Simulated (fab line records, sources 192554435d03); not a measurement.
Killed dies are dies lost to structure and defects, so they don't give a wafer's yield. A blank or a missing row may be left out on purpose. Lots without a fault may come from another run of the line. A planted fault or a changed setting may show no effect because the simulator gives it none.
Chamber matching | flow n5_finfet | N5_BEOL_M9_CURE_71 on uv_cure-02: 3 sister chambers
The step cures SiCOH lowk, time 240 s. 3 wafers are shown with their chamber, then 9 later ones without.

WAFERS WITH THEIR CHAMBER
wafer  | chamber | wafer_temp_C_max
L081.5 | 2       | 386.1
L083.6 | 1       | 386.2
L087.6 | 0       | 387.7

WAFERS WITHOUT THEIR CHAMBER
wafer  | wafer_temp_C_max
L090.2 | 385.9
L090.3 | 385.9
L090.4 | 385.6
L091.3 | 385.7
L091.5 | 385.9
L091.6 | 385.8
L096.1 | 387.1
L096.3 | 387.8
L096.5 | 386.9

WHICH CHAMBER EACH WENT THROUGH
wafer  | from the rows above          | in truth
L090.2 | can't be placed: 2 or 1      | 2
L090.3 | can't be placed: 2 or 1      | 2
L090.4 | can't be placed: 2 or 1      | 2
L091.3 | can't be placed: 2 or 1      | 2
L091.5 | can't be placed: 2 or 1      | 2
L091.6 | can't be placed: 2 or 1      | 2
L096.1 | can't be placed: 0 or 1 or 2 | 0
L096.3 | 0                            | 0
L096.5 | can't be placed: 1 or 2 or 0 | 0
Placed correctly: 1 of 9. Can't be placed from these rows: 8 (the true chamber is among the candidates in 8). Placed wrongly: 0.
How it was worked out, from the rows above alone: a wafer's distance from a chamber is the root of the sum, over the readings, of the square of ((its reading less the chamber's mean) divided by the reading's scatter). The wafer belongs to the nearest chamber; if the next one is less than 2 further off, it can't be placed. A chamber's mean is the mean of its shown wafers. The scatter: with one shown wafer a chamber, the root of the mean of the squares of how far each hidden wafer lies from its nearest shown one.
